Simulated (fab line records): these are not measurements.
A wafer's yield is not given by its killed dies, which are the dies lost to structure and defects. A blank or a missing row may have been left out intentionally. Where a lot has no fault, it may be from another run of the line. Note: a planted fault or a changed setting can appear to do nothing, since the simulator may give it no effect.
A lot that was struck, set against a sound lot | flow n5-finfet | 15 out of 1938 route steps
Sound: these wafers, L668.2, L668.4, L668.6. Struck: wafers L658.2, L658.4, L658.6. Last of all comes the cause.
At each step with rows: each side's tool, then ch and its chambers, then its first start. Under that, the readings that differ: sound wafers | struck wafers | difference of the means | sigmas: that difference in standard deviations of wafers without a fault.
alike: same words and numbers on both sides, and readings whose means sit less than 2 such deviations apart. not compared: any withheld reading, any reading some wafer has no value for, any bound like >300 that may hide the same value, and any number with overlapping values for which the record gives no deviation.
A row with sigmas, a row that says differs or no value, or rows on one side alone: a step with any of these is where the two part. Non-overlapping numbers with no deviation appear without sigmas and do not part them. A reading that every wafer of one side lacks parts them only if that side has two wafers or more.

first, 11 steps without rows for these wafers: N5_PMOS_HMC_CHANNEL_EPI_DESCUM_14 (chemistry O2, time 7.9 s); N5_PMOS_HMC_CHANNEL_EPI_ETCH_32 (etches BARC in N2/H2, stops on SiO2, target depth 85.8 nm, time 50.3 s); N5_PMOS_HMC_CHANNEL_EPI_HM_OPEN_15 (chemistry CHF3/O2, target SiO2, target depth 40.6 nm, time 20.3 s); N5_PMOS_HMC_CHANNEL_EPI_STRIP_33 (strips in N2/H2); N5_PMOS_HMC_CHANNEL_EPI_STRIP_17 (strips in SPM, time 750 s); N5_PMOS_HMC_CHANNEL_EPI_ETCH_38 (etches SiO2 in CF4, target depth 1.5 nm); N5_PMOS_HMC_CHANNEL_EPI_FIN_RECESS_16 (chemistry HBr/Cl2, target Si, target depth 54 nm, time 18 s); N5_PMOS_HMC_CHANNEL_EPI_PRECLEAN_36 (cleans in O3/DIW, time 45 s); N5_PMOS_HMC_CHANNEL_EPI_PRECLEAN_18 (cleans in DHF, time 30 s); N5_PMOS_HMC_CHANNEL_EPI_SRD_19 (time 30 s); N5_PMOS_HMC_CHANNEL_EPI_EPI_20 (deposits SiGe30, target thk 59 nm).
N5_PMOS_HMC_CHANNEL_EPI_HM_STRIP_35: strips SiO2 in dHF, material SiO2, target depth 39.6 nm, time 216 s.
  sound on wet-bench-01 ch 0,1,6, day 7 01:56; struck on wet-bench-06 ch 2,3,7, day 4 13:58
  no value came back on the struck wafers for bath-heat-duty-pct (%), run-length-s (s); on the sound wafers bath-heat-duty-pct (%) reads 6.9 6.9 5.3
  reading                                                  | sound | struck            | difference | sigmas
  model.SiO2_of_PMOS_HMC_CHANNEL_EPI_HM_DEP_34.thk-nm (nm) | 0 0 0 | 24.26 24.51 25.12 | +24.63     |
then, 1 step without rows for these wafers: N5_PMOS_HMC_CHANNEL_EPI_SRD_39 (time 30 s).
N5_BEOL_M4_RC_MEAS_101:
  the record has rows for the sound wafers here (prober-01 ch 0, day 13 07:30) and none for the struck ones
-- here the record skips 10 days between the struck wafers' starts before and after, leaving off in module BEOL_M4 and picking up in module PASSIVATION (first step shown: number 1936 of the route) --
N5_PASSIVATION_PROBE_49:
  the record has rows for the struck wafers here (prober-02, day 14 16:30) and none for the sound ones

== WHERE THEY PART ==
Last at N5_PASSIVATION_PROBE_49 as far as this record goes, first at N5_PMOS_HMC_CHANNEL_EPI_HM_STRIP_35.

WHY: whatever the simulator had introduced
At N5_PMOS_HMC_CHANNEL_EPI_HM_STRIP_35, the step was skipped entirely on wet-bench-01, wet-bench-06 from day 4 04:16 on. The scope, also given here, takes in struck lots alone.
